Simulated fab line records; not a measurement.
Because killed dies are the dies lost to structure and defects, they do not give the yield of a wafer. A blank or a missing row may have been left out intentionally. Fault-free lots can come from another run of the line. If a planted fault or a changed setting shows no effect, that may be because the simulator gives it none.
Split-lot experiment	flow n5_finfet	route with 1938 steps; 7 lots, 21 wafers read

## ABOUT THE SPLIT
At N5_SDB_COAT_03 (time 60 s, resist thk 100 nm), the setting spin_rpm was moved away from the recipe's 1500 rpm on 9 of the 21 wafers read, by -8.4% to +10.1%. The other wafers ran this setting at the recipe's value.

## FROM THE SPLIT TO THE READING: what the file shows between them, 7 steps
- N5_SDB_COAT_04: time 60 s, resist thk 18 nm
- N5_SDB_COAT_05: resist thk 90 nm
- N5_SDB_DESCUM_16: chemistry O2, time 7.9 s
- N5_SDB_ETCH_17: etches SiARC in CF4, target depth 23.4 nm, time 39 s
- N5_SDB_ETCH_18: etches SOC in N2/H2, target depth 100 nm, overetch 20 nm, time 150 s
- N5_SDB_STRIP_19: strips in N2/H2
- N5_SDB_STRIP_21: strips in CF4

## THE READING
SOC_of_SDB_COAT_03.thk_nm (the simulator's own value, which no gauge read), in nm, at N5_SDB_HM_OPEN_20 (chemistry CH3F/O2, target SiNx, stops on poly-Si, target depth 24 nm). The file does not state a usual value for it. Here, 12 wafers ran the recipe; their average is 84.1 nm with a standard deviation of 0.32 nm.

wafer	tool, chamber at the split	spin_rpm as run, rpm	against the recipe	SOC_of_SDB_COAT_03.thk_nm, nm	against lot-mates on the recipe
L074.4	litho_track-03, 0	1500	recipe	84.2	-
L074.5	litho_track-03, 0	1374	-8.4%	88.4	+4.2
L074.6	litho_track-03, 0	1374	-8.4%	88.2	+4.0
L076.1	litho_track-03, 0	1554	+3.6%	82	-2.1
L076.2	litho_track-03, 0	1500	recipe	84.2	-
L076.6	litho_track-03, 0	1500	recipe	84	-
L080.1	litho_track-03, 0	1598	+6.5%	80.6	-3.3
L080.2	litho_track-03, 0	1500	recipe	83.8	-
L080.5	litho_track-03, 0	1500	recipe	84	-
L084.2	litho_track-04, 0	1500	recipe	84.2	-
L084.3	litho_track-04, 0	1500	recipe	84.4	-
L084.6	litho_track-04, 0	1500	recipe	84.4	-
L088.1	litho_track-04, 0	1559	+3.9%	82.8	-2.0
L088.2	litho_track-04, 0	1559	+3.9%	83	-1.8
L088.5	litho_track-04, 0	1500	recipe	84.8	-
L093.1	litho_track-02, 0	1500	recipe	83.6	-
L093.3	litho_track-02, 0	1565	+4.3%	81.8	-1.8
L093.6	litho_track-02, 0	1565	+4.3%	82.4	-1.2
L097.1	litho_track-02, 0	1652	+10.1%	79.6	-4.5
L097.2	litho_track-02, 0	1500	recipe	83.8	-
L097.6	litho_track-02, 0	1500	recipe	84.4	-

THE FIT
A straight line over all 21 wafers: SOC_of_SDB_COAT_03.thk_nm changes by -0.476 nm for each +1% of spin_rpm; r = -0.98; the points scatter about the line by 0.37 nm.
The same after taking each lot's own level away (the mean of its wafers on the recipe; 21 wafers): -0.468 nm for each +1%; r = -0.99; scatter 0.27 nm.
On that fit, the largest move of spin_rpm shifts the reading by 4.7 nm.
Across the lots, their own levels run from 83.60 to 84.80 nm, a range of 3.8 times the standard deviation given above.
The two slopes are in agreement: the lot-to-lot level therefore moves the slope only a little.
Check: with one of the wafers moved furthest among these (+10.1%) left out of the fit, the line predicts -4.79 nm for it against its lot-mates. It came out at -4.5 nm against them.

## ADDITIONAL SPLITS CARRIED BY THESE WAFERS
These wafers also went through other splits before the reading. Each is held against what the fit with the lots' levels taken away leaves over:
other split on the same wafers	wafers away from the commonest value	r with SOC_of_SDB_COAT_03.thk_nm (lot level and that fit taken away)
N5_FIN_SAQP_FIN_ETCH_36 icp_w	6	-0.34
N5_FIN_CUT_COAT_19 spin_rpm	9	+0.10
N5_DUMMY_GATE_COAT_28 spin_rpm	5	+0.05
N5_SD_EPI_N_EXPOSE_06 dose_mj	8	-0.40
N5_SD_EPI_N_ETCH_16 target_depth_a	1	-0.18

## THE WHOLE CHAIN: every reading that the file lists as answering this split, in the file's order
step	what it does	reading	change (the file's fit)	r (the file's)
N5_SDB_COAT_03	time 60 s, resist thk 100 nm	SOC_of_SDB_COAT_03.thk_nm (the simulator's own value, which no gauge read)	-0.499 nm for each +1% of the setting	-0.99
N5_SDB_ETCH_18	etches SOC in N2/H2, target depth 100 nm, overetch 20 nm, time 150 s	etch.depth_nm (the simulator's own value, which no gauge read)	-0.499 nm for each +1% of the setting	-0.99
N5_SDB_HM_OPEN_20	chemistry CH3F/O2, target SiNx, stops on poly-Si, target depth 24 nm	SOC_of_SDB_COAT_03.thk_nm (the simulator's own value, which no gauge read)	-0.468 nm for each +1% of the setting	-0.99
N5_SDB_STRIP_22	strips in N2/H2	strip_time_to_endpoint_s	withheld for each +1% of the setting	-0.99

## THE FILE'S OWN FIT
SOC_of_SDB_COAT_03.thk_nm changes by -0.468 nm for each +1% of spin_rpm, r = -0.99.
